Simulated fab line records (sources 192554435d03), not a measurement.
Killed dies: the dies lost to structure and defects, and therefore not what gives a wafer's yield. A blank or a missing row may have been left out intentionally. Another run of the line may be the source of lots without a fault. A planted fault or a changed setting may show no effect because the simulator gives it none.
Which tool is to blame? + flow n5-finfet + 12 lots with 36 wafers sampled at 3 steps, on a route of 1938 steps

WHAT THE GAUGES READ, wafer by wafer
N5_BEOL_M2_CD_MEAS_18: pitch 36 nm, target cd 18 nm.
| lot  | measured     | on        | cd-nm (nm)     |
|------|--------------|-----------|----------------|
| L075 | day 6 19:55  | cd-sem-03 | 17.8 18.1 17.5 |
| L077 | day 7 06:57  | cd-sem-02 | 18.2 17.7 17.2 |
| L079 | day 8 15:04  | cd-sem-01 | 17.7 18.0 18.2 |
| L082 | day 9 00:51  | cd-sem-02 | 18.1 17.8 17.9 |
| L085 | day 9 06:52  | cd-sem-02 | 17.8 18.0 17.9 |
| L084 | day 9 15:17  | cd-sem-01 | 17.9 18.5 18.1 |
| L087 | day 9 18:34  | cd-sem-03 | 18.1 17.8 18.2 |
| L089 | day 10 11:17 | cd-sem-01 | 18.4 18.4 17.9 |
| L092 | day 11 02:21 | cd-sem-01 | 17.9 18.1 18.1 |
| L093 | day 11 09:54 | cd-sem-03 | 18.7 18.1 18.5 |
| L095 | day 12 07:42 | cd-sem-02 | 17.8 18.2 17.9 |
| L096 | day 12 15:51 | cd-sem-01 | 18.5 18.1 18.3 |

WHAT TOOL EACH LOT RAN ON (gives the tool, then ch and the chambers of the sampled wafers, and finally the start)
| lot  | N5_BEOL_M2_DESCUM_16               | N5_BEOL_M2_HM_OPEN_17             |
|------|------------------------------------|-----------------------------------|
| L075 | rie-diel-02 ch 2,3, day 6 19:27    | rie-metal-02 ch 0,1, day 6 19:42  |
| L077 | rie-diel-02 ch 2,3, day 7 06:31    | rie-metal-02 ch 0,1, day 7 06:46  |
| L079 | rie-diel-06 ch 2,3, day 8 14:38    | rie-metal-01 ch 0,1, day 8 14:55  |
| L082 | rie-diel-06 ch 0,2,3, day 9 00:25  | rie-metal-02 ch 0,1, day 9 00:40  |
| L085 | rie-diel-03 ch 0,2, day 9 06:26    | rie-metal-03 ch 0,1, day 9 06:41  |
| L084 | rie-diel-06 ch 0,2, day 9 14:38    | rie-metal-02 ch 0,1, day 9 14:54  |
| L087 | rie-diel-02 ch 0,1,2, day 9 18:08  | rie-metal-03 ch 0,1, day 9 18:25  |
| L089 | rie-diel-03 ch 0,3, day 10 10:52   | rie-metal-01 ch 0,1, day 10 11:07 |
| L092 | rie-diel-06 ch 0,1,2, day 11 01:55 | rie-metal-01 ch 0,1, day 11 02:10 |
| L093 | rie-diel-02 ch 0,1,2, day 11 09:26 | rie-metal-02 ch 0,1, day 11 09:41 |
| L095 | rie-diel-03 ch 0,1,2, day 12 07:14 | rie-metal-01 ch 0,1, day 12 07:29 |
| L096 | rie-diel-02 ch 0,1,3, day 12 15:24 | rie-metal-01 ch 0,1, day 12 15:40 |
- N5_BEOL_M2_DESCUM_16: chemistry O2, time 7 s.
- N5_BEOL_M2_HM_OPEN_17: chemistry Cl2/BCl3, target TiN, target depth 20 nm, overetch 6 nm.

THE ANSWER, worked out from the rows above alone
Rule: the lots themselves supply what counts as usual. The widest of any qualifying gaps counts: lots, ordered by their means at a reading, are off when they make up no more than a third of the lots, leave a main group of 4 or more, and stand apart from it by 3 or more times the standard deviation of that group's means. The tables above print the reading to a certain number of digits; a main group whose means all agree to those digits is not used. A lot without any number at a reading at which 4 lots or more have one is off too. Any other lot the step has rows for is counted as sound.
Nothing can be told from this: no lot is off at any reading shown.

WHAT WAS PUT IN BY THE SIMULATOR
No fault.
